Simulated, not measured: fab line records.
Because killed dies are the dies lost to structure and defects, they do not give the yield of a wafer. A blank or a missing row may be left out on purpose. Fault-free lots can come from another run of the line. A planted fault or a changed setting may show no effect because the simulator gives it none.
The tool behind it: which one? || flow nand-harc || 11 lots, 33 wafers sampled, at 5 steps of a route of 1159

== WHAT THE GAUGES SHOWED, per wafer ==
NHARC_P_BONDPAD_INSPECT_23. Usual: raw-defect-count at 320, with a standard deviation of 100.
{"lot": "L933", "measured": "day 6 07:08", "on": "defect-inspect-01", "raw-defect-count": "316 269 337", "flag": ""}
{"lot": "L932", "measured": "day 6 18:20", "on": "defect-inspect-01", "raw-defect-count": "188 430 196", "flag": ""}
{"lot": "L935", "measured": "day 7 05:57", "on": "defect-inspect-01", "raw-defect-count": "375 462 325", "flag": ""}
{"lot": "L934", "measured": "day 7 06:35", "on": "defect-inspect-01", "raw-defect-count": "404 599 427", "flag": ""}
{"lot": "L936", "measured": "day 7 11:23", "on": "defect-inspect-02", "raw-defect-count": "322 261 251", "flag": ""}
{"lot": "L938", "measured": "day 8 01:50", "on": "defect-inspect-02", "raw-defect-count": "271 408 195", "flag": ""}
{"lot": "L943", "measured": "day 9 18:26", "on": "defect-inspect-02", "raw-defect-count": "330 250 229", "flag": ""}
{"lot": "L944", "measured": "day 9 18:59", "on": "defect-inspect-02", "raw-defect-count": "266 288 304", "flag": ""}
{"lot": "L945", "measured": "day 9 19:18", "on": "defect-inspect-01", "raw-defect-count": "126 230 336", "flag": ""}
{"lot": "L946", "measured": "day 10 08:16", "on": "defect-inspect-02", "raw-defect-count": "199 300 168", "flag": ""}
{"lot": "L951", "measured": "day 11 03:07", "on": "defect-inspect-01", "raw-defect-count": "326 356 384", "flag": ""}

NHARC_END_SORT_01. Usual: defect-limited-yield 95.0 %, standard deviation 1.7; killed-at-array 31, standard deviation 11; killed-at-other 0.5, standard deviation 0.78; killed-at-periphery 3.0, standard deviation 2; killed-dies 34, standard deviation 12; killed-open 3.2, standard deviation 2; killed-short 1.9, standard deviation 1.6; sort_bin_2_pct 1.6 %, standard deviation 0.67; sort_bin_3_pct 0.26 %, standard deviation 0.2; sort_bin_4_pct 3.2 %, standard deviation 1.1; sort-n-pass 643, standard deviation 12; sort-rim-yield-pct 96.8 %, standard deviation 1.8; sort-yield-pct 95.0 %, standard deviation 1.7.
{"lot": "L951", "measured": "day 24 04:29", "on": "prober-01", "defect-limited-yield (%)": "97.5 96.8 97.2", "killed-at-array": "15 21 17", "killed-at-other": "0 0 0", "killed-at-periphery": "2 1 2", "killed-dies": "17 22 19", "killed-open": "1 4 3", "killed-short": "5 1 2", "sort_bin_2_pct (%)": "0.7 1.2 0.6", "sort_bin_3_pct (%)": "0.15 0.15 0.15", "sort_bin_4_pct (%)": "1.6 1.9 2.1", "sort-n-pass": "660 655 658", "sort-rim-yield-pct (%)": "96.2 98.1 97.2", "sort-yield-pct (%)": "97.5 96.8 97.2", "flag": ""}

== WHAT TOOL EACH LOT RAN ON (gives the tool, then ch and the chambers of the sampled wafers, and finally the start) ==
{"lot": "L933", "NHARC_P_BONDPAD_ETCH_37": "rie-diel-06 ch 0,1,2, day 6 04:35", "NHARC_P_BONDPAD_DEGAS_25": "pvd-sputter-01, day 6 05:26", "NHARC_P_BONDPAD_ACTIVATE_29": "rie-diel-06 ch 0,2,3, day 6 07:12"}
{"lot": "L932", "NHARC_P_BONDPAD_ETCH_37": "rie-diel-01 ch 0,1,3, day 6 15:44", "NHARC_P_BONDPAD_DEGAS_25": "pvd-sputter-01, day 6 16:43", "NHARC_P_BONDPAD_ACTIVATE_29": "rie-diel-06 ch 0,2,3, day 6 18:25"}
{"lot": "L935", "NHARC_P_BONDPAD_ETCH_37": "rie-diel-01 ch 2,3, day 7 03:24", "NHARC_P_BONDPAD_DEGAS_25": "pvd-sputter-02, day 7 04:20", "NHARC_P_BONDPAD_ACTIVATE_29": "rie-diel-02 ch 0,1,2, day 7 06:03"}
{"lot": "L934", "NHARC_P_BONDPAD_ETCH_37": "rie-diel-01 ch 0,1,3, day 7 04:04", "NHARC_P_BONDPAD_DEGAS_25": "pvd-sputter-03, day 7 04:57", "NHARC_P_BONDPAD_ACTIVATE_29": "rie-diel-06 ch 0,1,3, day 7 06:41"}
{"lot": "L936", "NHARC_P_BONDPAD_ETCH_37": "rie-diel-06 ch 0,2,3, day 7 08:35", "NHARC_P_BONDPAD_DEGAS_25": "pvd-sputter-02, day 7 09:27", "NHARC_P_BONDPAD_ACTIVATE_29": "rie-diel-06 ch 1,2, day 7 11:27"}
{"lot": "L938", "NHARC_P_BONDPAD_ETCH_37": "rie-diel-02 ch 0,3, day 7 23:06", "NHARC_P_BONDPAD_DEGAS_25": "pvd-sputter-03, day 8 00:04", "NHARC_P_BONDPAD_ACTIVATE_29": "rie-diel-02 ch 0,1, day 8 02:01"}
{"lot": "L943", "NHARC_P_BONDPAD_ETCH_37": "rie-diel-06 ch 0,1,2, day 9 15:59", "NHARC_P_BONDPAD_DEGAS_25": "pvd-sputter-02, day 9 16:49", "NHARC_P_BONDPAD_ACTIVATE_29": "rie-diel-02 ch 0,1, day 9 18:30"}
{"lot": "L944", "NHARC_P_BONDPAD_ETCH_37": "rie-diel-06 ch 1,2,3, day 9 16:29", "NHARC_P_BONDPAD_DEGAS_25": "pvd-sputter-02, day 9 17:23", "NHARC_P_BONDPAD_ACTIVATE_29": "rie-diel-06 ch 1,2,3, day 9 19:04"}
{"lot": "L945", "NHARC_P_BONDPAD_ETCH_37": "rie-diel-06 ch 0,1,3, day 9 16:50", "NHARC_P_BONDPAD_DEGAS_25": "pvd-sputter-03, day 9 17:41", "NHARC_P_BONDPAD_ACTIVATE_29": "rie-diel-06 ch 1,2,3, day 9 19:23"}
{"lot": "L946", "NHARC_P_BONDPAD_ETCH_37": "rie-diel-06 ch 0,1,2, day 10 05:44", "NHARC_P_BONDPAD_DEGAS_25": "pvd-sputter-03, day 10 06:38", "NHARC_P_BONDPAD_ACTIVATE_29": "rie-diel-06 ch 0,2,3, day 10 08:19"}
{"lot": "L951", "NHARC_P_BONDPAD_ETCH_37": "rie-diel-06 ch 0,2, day 11 00:35", "NHARC_P_BONDPAD_DEGAS_25": "pvd-sputter-02, day 11 01:29", "NHARC_P_BONDPAD_ACTIVATE_29": "rie-diel-01 ch 0,2, day 11 03:11"}
- NHARC_P_BONDPAD_ETCH_37: etches the open film in N2/H2, target depth 60 nm, overetch 18 nm, time 65.91 s.
- NHARC_P_BONDPAD_DEGAS_25: time 60 s.
- NHARC_P_BONDPAD_ACTIVATE_29: chemistry N2, time 60 s.

== AS READ BY THE TOOLS THEMSELVES (means over the sampled wafers that have a number; for cases with no such wafer, the mark the record gives instead) ==
NHARC_P_BONDPAD_ETCH_37. Usual: drypump-motor-current-A 5.7 A, standard deviation 0.64; n2-flow-sccm 150.0 sccm, standard deviation 0.45; oes-product-au 0.996 a.u., standard deviation 0.013; rf-vpp-V 431 V, standard deviation 3.4; showerhead-plenum-p-Torr 2.04 Torr, standard deviation 0.12; throttle-valve-pct 14.171 %, standard deviation 0.01.
{"lot": "L933", "tool": "rie-diel-06", "drypump-motor-current-A (A)": 5.8, "n2-flow-sccm (sccm)": 150.2, "oes-product-au (a.u.)": 0.997, "rf-vpp-V (V)": 432, "showerhead-plenum-p-Torr (Torr)": 2.09, "throttle-valve-pct (%)": 14.171, "flag": ""}
{"lot": "L932", "tool": "rie-diel-01", "drypump-motor-current-A (A)": 5.4, "n2-flow-sccm (sccm)": 149.9, "oes-product-au (a.u.)": 0.991, "rf-vpp-V (V)": 428, "showerhead-plenum-p-Torr (Torr)": 1.98, "throttle-valve-pct (%)": 14.176, "flag": ""}
{"lot": "L935", "tool": "rie-diel-01", "drypump-motor-current-A (A)": 5.7, "n2-flow-sccm (sccm)": 149.6, "oes-product-au (a.u.)": 1.008, "rf-vpp-V (V)": 430, "showerhead-plenum-p-Torr (Torr)": 2.05, "throttle-valve-pct (%)": 14.179, "flag": ""}
{"lot": "L934", "tool": "rie-diel-01", "drypump-motor-current-A (A)": 5.4, "n2-flow-sccm (sccm)": 149.8, "oes-product-au (a.u.)": 0.997, "rf-vpp-V (V)": 432, "showerhead-plenum-p-Torr (Torr)": 2.09, "throttle-valve-pct (%)": 14.181, "flag": ""}
{"lot": "L936", "tool": "rie-diel-06", "drypump-motor-current-A (A)": 5.3, "n2-flow-sccm (sccm)": 150.0, "oes-product-au (a.u.)": 1.006, "rf-vpp-V (V)": 433, "showerhead-plenum-p-Torr (Torr)": 2.13, "throttle-valve-pct (%)": 14.175, "flag": ""}
{"lot": "L938", "tool": "rie-diel-02", "drypump-motor-current-A (A)": 5.9, "n2-flow-sccm (sccm)": 149.6, "oes-product-au (a.u.)": 0.999, "rf-vpp-V (V)": 426, "showerhead-plenum-p-Torr (Torr)": 1.92, "throttle-valve-pct (%)": 14.174, "flag": ""}
{"lot": "L943", "tool": "rie-diel-06", "drypump-motor-current-A (A)": 5.8, "n2-flow-sccm (sccm)": 149.7, "oes-product-au (a.u.)": 0.993, "rf-vpp-V (V)": 432, "showerhead-plenum-p-Torr (Torr)": 2.09, "throttle-valve-pct (%)": 14.175, "flag": ""}
{"lot": "L944", "tool": "rie-diel-06", "drypump-motor-current-A (A)": 5.9, "n2-flow-sccm (sccm)": 149.4, "oes-product-au (a.u.)": 0.988, "rf-vpp-V (V)": 430, "showerhead-plenum-p-Torr (Torr)": 2.03, "throttle-valve-pct (%)": 14.166, "flag": ""}
{"lot": "L945", "tool": "rie-diel-06", "drypump-motor-current-A (A)": 5.5, "n2-flow-sccm (sccm)": 150.3, "oes-product-au (a.u.)": 0.994, "rf-vpp-V (V)": 430, "showerhead-plenum-p-Torr (Torr)": 2.03, "throttle-valve-pct (%)": 14.160, "flag": ""}
{"lot": "L946", "tool": "rie-diel-06", "drypump-motor-current-A (A)": 5.8, "n2-flow-sccm (sccm)": 149.7, "oes-product-au (a.u.)": 0.992, "rf-vpp-V (V)": 432, "showerhead-plenum-p-Torr (Torr)": 2.09, "throttle-valve-pct (%)": 14.162, "flag": ""}
{"lot": "L951", "tool": "rie-diel-06", "drypump-motor-current-A (A)": 5.2, "n2-flow-sccm (sccm)": 150.0, "oes-product-au (a.u.)": 1.005, "rf-vpp-V (V)": 434, "showerhead-plenum-p-Torr (Torr)": 2.18, "throttle-valve-pct (%)": 14.166, "flag": ""}

NHARC_P_BONDPAD_DEGAS_25. Usual: heater-power-w at 474 W, with a standard deviation of 51.
{"lot": "L933", "tool": "pvd-sputter-01", "heater-power-w (W)": 435, "flag": ""}
{"lot": "L932", "tool": "pvd-sputter-01", "heater-power-w (W)": 448, "flag": ""}
{"lot": "L935", "tool": "pvd-sputter-02", "heater-power-w (W)": 553, "flag": ""}
{"lot": "L934", "tool": "pvd-sputter-03", "heater-power-w (W)": 458, "flag": ""}
{"lot": "L936", "tool": "pvd-sputter-02", "heater-power-w (W)": 525, "flag": ""}
{"lot": "L938", "tool": "pvd-sputter-03", "heater-power-w (W)": 456, "flag": ""}
{"lot": "L943", "tool": "pvd-sputter-02", "heater-power-w (W)": 495, "flag": ""}
{"lot": "L944", "tool": "pvd-sputter-02", "heater-power-w (W)": 524, "flag": ""}
{"lot": "L945", "tool": "pvd-sputter-03", "heater-power-w (W)": 484, "flag": ""}
{"lot": "L946", "tool": "pvd-sputter-03", "heater-power-w (W)": 463, "flag": ""}
{"lot": "L951", "tool": "pvd-sputter-02", "heater-power-w (W)": 510, "flag": ""}

NHARC_P_BONDPAD_ACTIVATE_29. Usual: drypump-motor-current-A 5.7 A, standard deviation 0.64; n2-flow-sccm 200.0 sccm, standard deviation 0.67; oes-product-au 0.996 a.u., standard deviation 0.011; rf-vpp-V 64.0 V, standard deviation 1; run-length-s 81.2 s, standard deviation 0.35; showerhead-plenum-p-Torr 1.77 Torr, standard deviation 0.098.
{"lot": "L933", "tool": "rie-diel-06", "drypump-motor-current-A (A)": 5.3, "n2-flow-sccm (sccm)": 200.0, "oes-product-au (a.u.)": 1.004, "rf-vpp-V (V)": 64.5, "run-length-s (s)": 81.1, "showerhead-plenum-p-Torr (Torr)": 1.84, "flag": ""}
{"lot": "L932", "tool": "rie-diel-06", "drypump-motor-current-A (A)": 5.3, "n2-flow-sccm (sccm)": 201.0, "oes-product-au (a.u.)": 1.008, "rf-vpp-V (V)": 64.8, "run-length-s (s)": 81.0, "showerhead-plenum-p-Torr (Torr)": 1.84, "flag": ""}
{"lot": "L935", "tool": "rie-diel-02", "drypump-motor-current-A (A)": 6.1, "n2-flow-sccm (sccm)": 199.4, "oes-product-au (a.u.)": 0.984, "rf-vpp-V (V)": 63.4, "run-length-s (s)": 81.2, "showerhead-plenum-p-Torr (Torr)": 1.67, "flag": ""}
{"lot": "L934", "tool": "rie-diel-06", "drypump-motor-current-A (A)": 5.5, "n2-flow-sccm (sccm)": 199.6, "oes-product-au (a.u.)": 0.994, "rf-vpp-V (V)": 64.0, "run-length-s (s)": 80.9, "showerhead-plenum-p-Torr (Torr)": 1.77, "flag": ""}
{"lot": "L936", "tool": "rie-diel-06", "drypump-motor-current-A (A)": 6.4, "n2-flow-sccm (sccm)": 199.5, "oes-product-au (a.u.)": 0.993, "rf-vpp-V (V)": 63.5, "run-length-s (s)": 81.4, "showerhead-plenum-p-Torr (Torr)": 1.73, "flag": ""}
{"lot": "L938", "tool": "rie-diel-02", "drypump-motor-current-A (A)": 6.2, "n2-flow-sccm (sccm)": 200.3, "oes-product-au (a.u.)": 0.993, "rf-vpp-V (V)": 63.9, "run-length-s (s)": 81.0, "showerhead-plenum-p-Torr (Torr)": 1.67, "flag": ""}
{"lot": "L943", "tool": "rie-diel-02", "drypump-motor-current-A (A)": 6.2, "n2-flow-sccm (sccm)": 200.4, "oes-product-au (a.u.)": 1.004, "rf-vpp-V (V)": 63.0, "run-length-s (s)": 81.2, "showerhead-plenum-p-Torr (Torr)": 1.66, "flag": ""}
{"lot": "L944", "tool": "rie-diel-06", "drypump-motor-current-A (A)": 5.9, "n2-flow-sccm (sccm)": 199.7, "oes-product-au (a.u.)": 0.995, "rf-vpp-V (V)": 64.1, "run-length-s (s)": 91.0, "showerhead-plenum-p-Torr (Torr)": 1.76, "flag": "OFF"}
{"lot": "L945", "tool": "rie-diel-06", "drypump-motor-current-A (A)": 5.9, "n2-flow-sccm (sccm)": 200.1, "oes-product-au (a.u.)": 0.988, "rf-vpp-V (V)": 64.2, "run-length-s (s)": 91.2, "showerhead-plenum-p-Torr (Torr)": 1.76, "flag": "OFF"}
{"lot": "L946", "tool": "rie-diel-06", "drypump-motor-current-A (A)": 5.3, "n2-flow-sccm (sccm)": 200.1, "oes-product-au (a.u.)": 0.995, "rf-vpp-V (V)": 64.1, "run-length-s (s)": 90.7, "showerhead-plenum-p-Torr (Torr)": 1.84, "flag": "OFF"}
{"lot": "L951", "tool": "rie-diel-01", "drypump-motor-current-A (A)": 5.9, "n2-flow-sccm (sccm)": 200.1, "oes-product-au (a.u.)": 0.999, "rf-vpp-V (V)": 64.3, "run-length-s (s)": 81.3, "showerhead-plenum-p-Torr (Torr)": 1.82, "flag": ""}

== THE ANSWER, worked out from the rows above alone ==
Rule: lot off if the mean of its wafers having a number is beyond 3 standard deviations from the usual mean. Also off: a lot with no number at a reading for which 4 or more lots have one. The other lots that the step has rows for count as sound. The gauges are gone through in route order, then the tools' own readings, and for those a lot's mean is taken as printed above. The first step at which some lot is off is used, and at that step the reading that is off furthest; a lot without a number counts as furthest.
Off at NHARC_P_BONDPAD_ACTIVATE_29 (run-length-s): L944, L945, L946.
A tool fits if, at that step or a process step before it, it ran every lot that is off, and no sound lot after the first of them. One candidate fits, namely rie-diel-06 at NHARC_P_BONDPAD_ACTIVATE_29. A fault onset in the window from L936 (day 7 11:27, its last sound lot) to L944 (day 9 19:04, its first lot off) fits.
The tool's own readings at NHARC_P_BONDPAD_ACTIVATE_29 bear it out: on the lots that are off they differ by more than 5 times the standard deviation of the sound lots' means. run-length-s reads 91.0 s there against 81.1 s on the sound lots.

== WHAT THE SIMULATOR HAD INSERTED ==
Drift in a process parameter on rie-diel-06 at NHARC_P_BONDPAD_ACTIVATE_29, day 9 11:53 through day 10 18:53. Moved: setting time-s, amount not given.
Struck lots among those shown: L944, L945, L946. Same finding as the rule above.
